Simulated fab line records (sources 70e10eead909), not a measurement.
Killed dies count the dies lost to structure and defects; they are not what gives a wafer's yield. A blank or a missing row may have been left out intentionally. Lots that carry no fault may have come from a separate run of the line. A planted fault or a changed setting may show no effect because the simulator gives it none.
Chamber matching :: flow nandHarc :: NHARC_A_CONTACT_ETCH_90 on rieDiel-04: 4 sister chambers
The step etches the open film in CH3F/O2, target depth 40 nm, time 85.7 s. 8 wafers are shown with their chamber, then 12 later ones without.

== WAFERS, EACH WITH ITS CHAMBER ==
wafer: L077.2
chamber: 2
drypumpMotorCurrentA (A): 6.3
showerheadPlenumPTorr (Torr): 2.37

wafer: L084.1
chamber: 2
drypumpMotorCurrentA (A): 6.4
showerheadPlenumPTorr (Torr): 2.36

wafer: L087.1
chamber: 0
drypumpMotorCurrentA (A): 6.0
showerheadPlenumPTorr (Torr): 2.57

wafer: L087.2
chamber: 1
drypumpMotorCurrentA (A): 5.5
showerheadPlenumPTorr (Torr): 2.47

wafer: L087.3
chamber: 3
drypumpMotorCurrentA (A): 5.0
showerheadPlenumPTorr (Torr): 2.29

wafer: L085.2
chamber: 1
drypumpMotorCurrentA (A): 5.5
showerheadPlenumPTorr (Torr): 2.47

wafer: L085.3
chamber: 3
drypumpMotorCurrentA (A): 4.9
showerheadPlenumPTorr (Torr): 2.29

wafer: L085.6
chamber: 0
drypumpMotorCurrentA (A): 6.0
showerheadPlenumPTorr (Torr): 2.57

== WAFERS MISSING THEIR CHAMBER ==
wafer: L086.1
drypumpMotorCurrentA (A): 6.0
showerheadPlenumPTorr (Torr): 2.57

wafer: L086.3
drypumpMotorCurrentA (A): 5.5
showerheadPlenumPTorr (Torr): 2.47

wafer: L086.4
drypumpMotorCurrentA (A): 5.0
showerheadPlenumPTorr (Torr): 2.29

wafer: L092.2
drypumpMotorCurrentA (A): 6.4
showerheadPlenumPTorr (Torr): 2.36

wafer: L092.4
drypumpMotorCurrentA (A): 5.0
showerheadPlenumPTorr (Torr): 2.29

wafer: L092.6
drypumpMotorCurrentA (A): 6.0
showerheadPlenumPTorr (Torr): 2.56

wafer: L094.1
drypumpMotorCurrentA (A): 6.4
showerheadPlenumPTorr (Torr): 2.36

wafer: L094.2
drypumpMotorCurrentA (A): 5.5
showerheadPlenumPTorr (Torr): 2.46

wafer: L094.3
drypumpMotorCurrentA (A): 6.0
showerheadPlenumPTorr (Torr): 2.56

wafer: L096.1
drypumpMotorCurrentA (A): 5.5
showerheadPlenumPTorr (Torr): 2.46

wafer: L096.4
drypumpMotorCurrentA (A): 6.4
showerheadPlenumPTorr (Torr): 2.36

wafer: L096.6
drypumpMotorCurrentA (A): 6.0
showerheadPlenumPTorr (Torr): 2.56

== CHAMBER TAKEN BY EACH ==
wafer: L086.1
from the rows above: 0
in truth: 0

wafer: L086.3
from the rows above: 1
in truth: 1

wafer: L086.4
from the rows above: 3
in truth: 3

wafer: L092.2
from the rows above: 2
in truth: 2

wafer: L092.4
from the rows above: 3
in truth: 3

wafer: L092.6
from the rows above: 0
in truth: 0

wafer: L094.1
from the rows above: 2
in truth: 2

wafer: L094.2
from the rows above: 1
in truth: 1

wafer: L094.3
from the rows above: 0
in truth: 0

wafer: L096.1
from the rows above: 1
in truth: 1

wafer: L096.4
from the rows above: 2
in truth: 2

wafer: L096.6
from the rows above: 0
in truth: 0
Placed correctly: 12 of 12. From these rows, 0 cannot be placed. Number placed wrongly: 0.
How it was worked out, from the rows above alone: a wafer's distance from a chamber is the root of the sum, over the readings, of the square of ((its reading less the chamber's mean) divided by the reading's scatter). If the next closest chamber is less than 2 further off than the closest, the wafer can't be placed; otherwise it belongs to the closest. The mean given for a chamber averages the wafers shown for that chamber. The scatter: the root of (the sum of the squares of (reading less its chamber's mean) over the shown wafers, divided by (wafers less chambers)).
